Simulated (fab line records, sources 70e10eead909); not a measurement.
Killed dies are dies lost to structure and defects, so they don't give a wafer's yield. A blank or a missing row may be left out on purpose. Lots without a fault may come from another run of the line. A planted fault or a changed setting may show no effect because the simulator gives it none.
A struck lot beside a sound one | flow nand_harc | 15 steps out of a route of 1159
Sound: wafers L289.1, L289.2, L289.4. Struck: wafers L303.4, L303.5, L303.6. The cause comes at the end.
At each step with rows: each side's tool, then ch and its chambers, then its first start. Under that, the readings that differ: sound wafers | struck wafers | difference of the means | sigmas: that difference in standard deviations of wafers without a fault.
alike: readings whose means differ by less than 2 such deviations, and words and numbers that are the same on both sides. not compared: withheld readings, readings that some wafer has no value for, bounds like >300 that may hide the same value, and numbers for which the record gives no deviation and whose values overlap.
The two part at a step that has a row with sigmas, a row that says differs or no value, or rows on one side only. Numbers that don't overlap but have no deviation are shown without sigmas and don't part them. A reading that every wafer of one side lacks parts them only if that side has two wafers or more.

NHARC_P_M1_DESCUM_14: chemistry O2, time 3 s.
  sound on rie_diel-08 ch 0,1,3, day 7 05:42; struck on rie_diel-02 ch 1,2,3, day 10 03:58
  alike: drypump_motor_current_A, oes_product_au, rf_vpp_V, showerhead_plenum_p_Torr, throttle_valve_pct
  not compared: rf_hours_counter_h
then, 1 step without rows for these wafers: NHARC_P_M1_ETCH_35 (etches the open film in N2/H2, target depth 40 nm, overetch 12 nm, time 43.94 s).
NHARC_P_M1_ETCH_15: etches the open film in C4F8/Ar, target depth 182.5 nm, time 91.2 s.
  sound on rie_diel-08 ch 1,2,3; struck on rie_diel-02 ch 0,2,3
  alike: oes_product_au, rf_vpp_V
  not compared: rf_hours_counter_h
NHARC_P_M1_CD_MEAS_16:
  sound on cd_sem-02, day 7 06:01; struck on cd_sem-03, day 10 04:16
  alike: cd_nm
then, 1 step without rows for these wafers: NHARC_P_M1_STRIP_18 (strips in N2/H2).
NHARC_P_M1_ETCH_28: etches the open film in CF4/N2, target depth 30 nm, time 72.99 s.
  sound on rie_diel-08 ch 0,1,3; struck on rie_diel-08 ch 0,1,3
  alike: drypump_motor_current_A, oes_product_au, rf_vpp_V, showerhead_plenum_p_Torr, throttle_valve_pct
  not compared: rf_hours_counter_h
then, 3 steps without rows for these wafers: NHARC_P_M1_STRIP_19 (strips in post etch residue remover, time 600 s); NHARC_P_M1_DEGAS_29 (time 60 s); NHARC_P_M1_PRE_CLEAN_30 (time 30 s).
NHARC_P_M1_PVD_20: deposits TaN, target thk 5 nm, time 8.06 s.
  sound on pvd_sputter-01; struck on pvd_sputter-01
  alike: throttle_valve_pct
then, 2 steps without rows for these wafers: NHARC_P_M1_PVD_21 (deposits Cu, target thk 30 nm, time 20.49 s); NHARC_P_M1_ECD_22 (material Cu, target thk 400 nm).
NHARC_P_M1_ANNEAL_31: time 90 s.
  sound on rtp_anneal-02 ch 0, day 7 07:36; struck on rtp_anneal-01, day 10 05:55
  no value came back on the struck wafers for anneal_temp_c (C), anneal_temp_c_max, wafer_temp_C_max; on the sound wafers anneal_temp_c (C) reads 224.86 224.85 224.88
NHARC_P_M1_CMP_23: polishes, t overpolish 20 s, target thk 157.82 nm.
  sound on cmp-01 ch 0,1,3, day 7 07:56; struck on cmp-04 ch 0,1, day 10 06:08
  alike: motor_current_A, time_to_endpoint_s
-- the record jumps here: 13 days lie between the struck wafers' starts before and after (it left off in module P_M1 and takes up again in module END, whose first step shown is number 1159 of the route) --
NHARC_END_SORT_01:
  sound on prober-02 ch 0, day 20 13:06; struck on prober-02 ch 0, day 23 08:35
  reading                | sound          | struck         | difference | sigmas
  killed_at_periphery    | 2 2 3          | 24 14 34       | +22        | +10
  sort_bin_2_pct (%)     | 1.5 1.5 1.3    | 4.9 3.0 5.6    | +3.1       | +5
  sort_rim_yield_pct (%) | 96.2 99.1 97.2 | 83.0 89.6 76.4 | -14.5      | -5
  alike: defect_limited_yield, killed_at_array, killed_at_other, killed_dies, killed_open, killed_short, sort_bin_3_pct, sort_bin_4_pct, sort_n_pass, sort_yield_pct

WHERE THEY PART
First at NHARC_P_M1_ANNEAL_31; last, within this record, at NHARC_END_SORT_01.

WHY: what the simulator had put in
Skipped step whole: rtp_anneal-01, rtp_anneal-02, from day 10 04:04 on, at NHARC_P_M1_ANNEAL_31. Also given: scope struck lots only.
